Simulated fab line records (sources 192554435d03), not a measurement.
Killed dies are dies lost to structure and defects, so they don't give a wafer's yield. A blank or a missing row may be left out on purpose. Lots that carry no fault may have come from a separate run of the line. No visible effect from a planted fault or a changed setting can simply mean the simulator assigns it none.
The tool behind it: which one? | flow n5_finfet | 11 lots with 32 wafers sampled at 3 steps, on a route of 1938 steps

WHAT EACH GAUGE READ, for each wafer
N5_BEOL_M13_RS_MEAS_54: a four-point-probe measurement.
lot  | measured     | on            | M13_RS (ohm/sq)
L225 | day 11 12:16 | film_metro-02 | 0.0462 0.0445 0.0458
L227 | day 11 23:41 | film_metro-02 | 0.0446 0.0445 0.0446
L229 | day 12 20:27 | film_metro-02 | 0.0460 0.0455 0.0445
L230 | day 12 23:58 | film_metro-01 | 0.0454 0.0451 0.0448
L236 | day 14 20:55 | film_metro-02 | 0.0449 0.0452 0.0447
L237 | day 14 23:40 | film_metro-01 | 0.0455 0.0453
L238 | day 15 04:06 | film_metro-02 | 0.0458 0.0454 0.0449
L239 | day 15 14:33 | film_metro-01 | 0.0445 0.0451 0.0429
L244 | day 16 21:44 | film_metro-01 | 0.0448 0.0446 0.0440
L245 | day 17 02:34 | film_metro-01 | 0.0453 0.0443 0.0446
L246 | day 17 13:35 | film_metro-01 | 0.0457 0.0447 0.0460

N5_BEOL_M14_OVL_MEAS_11.
lot  | measured     | on         | V13_OVL (nm)
L225 | day 11 12:52 | overlay-02 | 0 2 -5
L227 | day 12 00:17 | overlay-01 | -3 10 6
L229 | day 12 21:02 | overlay-01 | 1 3 -13
L230 | day 13 00:34 | overlay-02 | 2 -4 -6
L236 | day 14 21:36 | overlay-02 | -10 -8 -19
L237 | day 15 00:16 | overlay-01 | -3 -5
L238 | day 15 04:54 | overlay-01 | 1 2 2
L239 | day 15 15:08 | overlay-02 | 5 3 1
L244 | day 16 22:20 | overlay-01 | -2 6 -7
L245 | day 17 03:10 | overlay-01 | 8 2 13
L246 | day 17 14:19 | overlay-01 | 1 6 3

EACH LOT AND THE TOOL THAT RAN IT (in order: tool; ch and the chambers of the sampled wafers; start)
lot  | N5_BEOL_M13_CMP_49
L225 | cmp-01 ch 1,2, day 11 11:53
L227 | cmp-01 ch 0,2,3, day 11 23:16
L229 | cmp-01 ch 1,2,3, day 12 20:06
L230 | cmp-01 ch 0,1, day 12 23:33
L236 | cmp-03 ch 0,1,2, day 14 20:36
L237 | cmp-02 ch 1,3, day 14 23:17
L238 | cmp-03 ch 1,2,3, day 15 03:43
L239 | cmp-02 ch 0,2,3, day 15 14:11
L244 | cmp-01 ch 1,2,3, day 16 21:22
L245 | cmp-03 ch 1,2,3, day 17 02:09
L246 | cmp-01 ch 0,2,3, day 17 13:13
- N5_BEOL_M13_CMP_49: polishes, stops on SiOC, t overpolish 17.1 s, target thk 420 nm.

AS READ BY THE TOOLS THEMSELVES (means over the sampled wafers that have a number; for cases with no such wafer, the mark the record gives instead)
N5_BEOL_M13_CMP_49.
lot  | tool   | barrier_field_endpoint_s (s) | head_pressure_psi (psi) | motor_current_A (A) | overpolish_run_s (s) | slurry_filter_dp_kPa (kPa)
L225 | cmp-01 | 30.7                         | 1.0014                  | 5.9                 | 17.105               | 13.49
L227 | cmp-01 | 30.2                         | 0.9993                  | 6.3                 | 17.098               | 13.51
L229 | cmp-01 | 30.4                         | 1.0008                  | 5.8                 | 17.092               | 13.41
L230 | cmp-01 | 30.5                         | 1.0018                  | 5.5                 | 17.103               | 13.52
L236 | cmp-03 | 30.9                         | 0.9996                  | 6.4                 | 17.099               | 13.52
L237 | cmp-02 | 30.5                         | 0.9970                  | 6.3                 | 17.091               | 13.61
L238 | cmp-03 | 30.3                         | 0.9973                  | 6.2                 | 17.096               | 13.56
L239 | cmp-02 | 29.9                         | 1.0000                  | 5.7                 | 17.105               | 13.48
L244 | cmp-01 | 31.1                         | 1.0002                  | 5.7                 | 17.092               | 13.48
L245 | cmp-03 | 31.2                         | 1.0021                  | 6.4                 | 17.108               | 13.49
L246 | cmp-01 | 29.8                         | 0.9993                  | 6.4                 | 17.093               | 13.50

THE ANSWER, worked out from the rows above alone
Rule: the lots themselves supply what counts as usual. The widest of any qualifying gaps counts: lots, ordered by their means at a reading, are off when they make up no more than a third of the lots, leave a main group of 4 or more, and stand apart from it by 3 or more times the standard deviation of that group's means. If all means in a main group match to the digits the tables above print for the reading, that group is not used. Also off: a lot with no number at a reading for which 4 or more lots have one. All remaining lots with rows at the step are treated as sound. The gauges are gone through in route order, then the tools' own readings, and for those a lot's mean is taken as printed above. At the first step where some lot is off, the reading lying furthest off is the one used; lots without a number count as furthest.
Across all readings shown, no lot is off: no conclusion can be drawn from this.

WHAT THE SIMULATOR HAD PUT IN
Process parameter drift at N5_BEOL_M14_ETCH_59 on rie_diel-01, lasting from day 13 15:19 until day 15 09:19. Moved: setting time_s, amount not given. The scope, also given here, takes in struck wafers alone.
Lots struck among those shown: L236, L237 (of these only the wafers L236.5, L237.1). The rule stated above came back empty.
